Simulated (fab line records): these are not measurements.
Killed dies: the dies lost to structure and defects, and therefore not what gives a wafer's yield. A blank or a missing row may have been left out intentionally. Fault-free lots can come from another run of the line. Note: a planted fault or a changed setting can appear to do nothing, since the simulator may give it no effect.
A struck lot beside a sound one | flow n5-finfet | 15 steps out of a route of 1938
Sound: the wafers L628.1, L628.2, L628.4. Wafers struck: L622.1, L622.2, L622.4. The cause is given at the end.
Order at every step that has rows: each side's tool, ch and its chambers, its first start. Under that, the readings that differ: sound wafers | struck wafers | difference of the means | sigmas: that difference in standard deviations of wafers without a fault.
alike: same words and numbers on both sides, and readings whose means sit less than 2 such deviations apart. not compared: any withheld reading, any reading some wafer has no value for, any bound like >300 that may hide the same value, and any number with overlapping values for which the record gives no deviation.
A row with sigmas, a row that says differs or no value, or rows on one side alone: a step with any of these is where the two part. Non-overlapping numbers with no deviation appear without sigmas and do not part them. Lack of a reading on every wafer of one side parts them only where that side has two or more wafers.

first, 4 steps without rows for these wafers: N5_MOL_CONTACT_COAG_SOFTBAKE_79 (time 60 s); N5_MOL_CONTACT_COAG_EXPOSE_81 (exposes mask VG, defocus 0 nm); N5_MOL_CONTACT_COAG_PEB_82 (peb time 60 s); N5_MOL_CONTACT_COAG_DEVELOP_83 (develop time 30 s).
N5_MOL_CONTACT_COAG_CD_MEAS_84: target cd 25.1 nm.
  sound on cd-sem-03 ch 0, day 8 23:58; struck on cd-sem-02 ch 0, day 7 12:07
  reading    | sound             | struck            | difference | sigmas
  cd-nm (nm) | 25.58 25.09 25.42 | 24.54 25.01 24.75 | -0.60      | -2
N5_MOL_CONTACT_COAG_OVL_MEAS_85:
  sound on overlay-01 ch 0, day 9 00:00; struck on overlay-01 ch 0, day 7 12:08
  alike: VG_OVL
N5_MOL_CONTACT_COAG_INSPECT_57: inspects for defects (brightfield).
  sound on defect-inspect-02 at day 9 00:04; struck on defect-inspect-02 at day 7 12:12
  alike: raw-defect-count
N5_MOL_CONTACT_COAG_DESCUM_88: chemistry O2, time 7 s.
  sound on rie-diel-05 ch 0,1,3, day 9 00:17; struck on rie-diel-04 ch 2,3, day 7 12:20
  alike: chamber-pressure-mTorr, drypump-motor-current-A, oes-product-au, rf-vpp-V, showerhead-plenum-p-Torr, throttle-valve-pct
  not compared: rf-hours-counter-h
N5_MOL_CONTACT_COAG_ETCH_89: etches underlayer in N2/H2, target depth 13 nm, time 10.4 s.
  sound on rie-diel-05 ch 0,1,3, day 9 00:19; struck on rie-diel-04 ch 2,3, day 7 12:22
  alike: chamber-pressure-mTorr, drypump-motor-current-A, etch-rf-on-time-s, oes-product-au, rf-vpp-V, showerhead-plenum-p-Torr, throttle-valve-pct
  not compared: rf-hours-counter-h
N5_MOL_CONTACT_COAG_ETCH_90: etches SiARC in CF4, target depth 13 nm, time 21.7 s.
  sound on rie-diel-05 ch 0,1,3, day 9 00:20; struck on rie-diel-04 ch 2,3, day 7 12:23
  alike: chamber-pressure-mTorr, drypump-motor-current-A, etch-rf-on-time-s, oes-product-au, rf-vpp-V, showerhead-plenum-p-Torr, throttle-valve-pct
  not compared: rf-hours-counter-h
N5_MOL_CONTACT_COAG_ALD_131: deposits SiO2, target thk 5 nm, pulse time 1 s, co reactant pulse time 1 s.
  sound on ald-sin-04 ch 0,1,3, day 9 00:25; struck on ald-sin-02 ch 1,2,3, day 7 12:28
  alike: heater-power-outer-w, heater-power-w, precursor-pulse-height-rel
N5_MOL_CONTACT_COAG_ETCHBACK_132: etches SiO2 in CHF3, target depth 10 nm, time 6.7 s.
  sound on rie-diel-02 ch 0,1,2, day 9 00:38; struck on rie-diel-04 ch 2,3, day 7 12:44
  reading      | sound       | struck      | difference | sigmas
  rf-vpp-V (V) | 530 531 530 | 527 515 516 | -11        | -2
  alike: chamber-pressure-mTorr, drypump-motor-current-A, oes-product-au, showerhead-plenum-p-Torr, throttle-valve-pct
  not compared: rf-hours-counter-h
N5_MOL_CONTACT_COAG_ETCH_91: etches SOC in N2/H2, target depth 60 nm, overetch 21 nm, time 101.2 s.
  sound on rie-diel-02 ch 0,1,2, day 9 00:40; struck on rie-diel-04 ch 2,3, day 7 12:46
  reading                                             | sound       | struck      | difference | sigmas
  model.SiARC_of_MOL_CONTACT_COAG_COAT_76.thk-nm (nm) | 5.8 5.6 5.8 | 6.6 6.8 6.8 | +1.0       |
  alike: chamber-pressure-mTorr, drypump-motor-current-A, oes-product-au, rf-vpp-V, showerhead-plenum-p-Torr, throttle-valve-pct
  not compared: rf-hours-counter-h
then, 1 step without rows for these wafers: N5_MOL_CONTACT_COAG_STRIP_92 (strips in N2/H2).
-- the record jumps here: 10 days lie between the struck wafers' starts before and after (it left off in module MOL_CONTACT_COAG and takes up again in module PASSIVATION, whose first step shown is number 1936 of the route) --
N5_PASSIVATION_PROBE_49:
  only the struck wafers here have rows in the record (prober-01, day 17 03:35); the sound ones have none

WHERE THEY PART
Last at N5_PASSIVATION_PROBE_49 as far as this record goes, first at N5_MOL_CONTACT_COAG_CD_MEAS_84.

WHY: what had been put in by the simulator
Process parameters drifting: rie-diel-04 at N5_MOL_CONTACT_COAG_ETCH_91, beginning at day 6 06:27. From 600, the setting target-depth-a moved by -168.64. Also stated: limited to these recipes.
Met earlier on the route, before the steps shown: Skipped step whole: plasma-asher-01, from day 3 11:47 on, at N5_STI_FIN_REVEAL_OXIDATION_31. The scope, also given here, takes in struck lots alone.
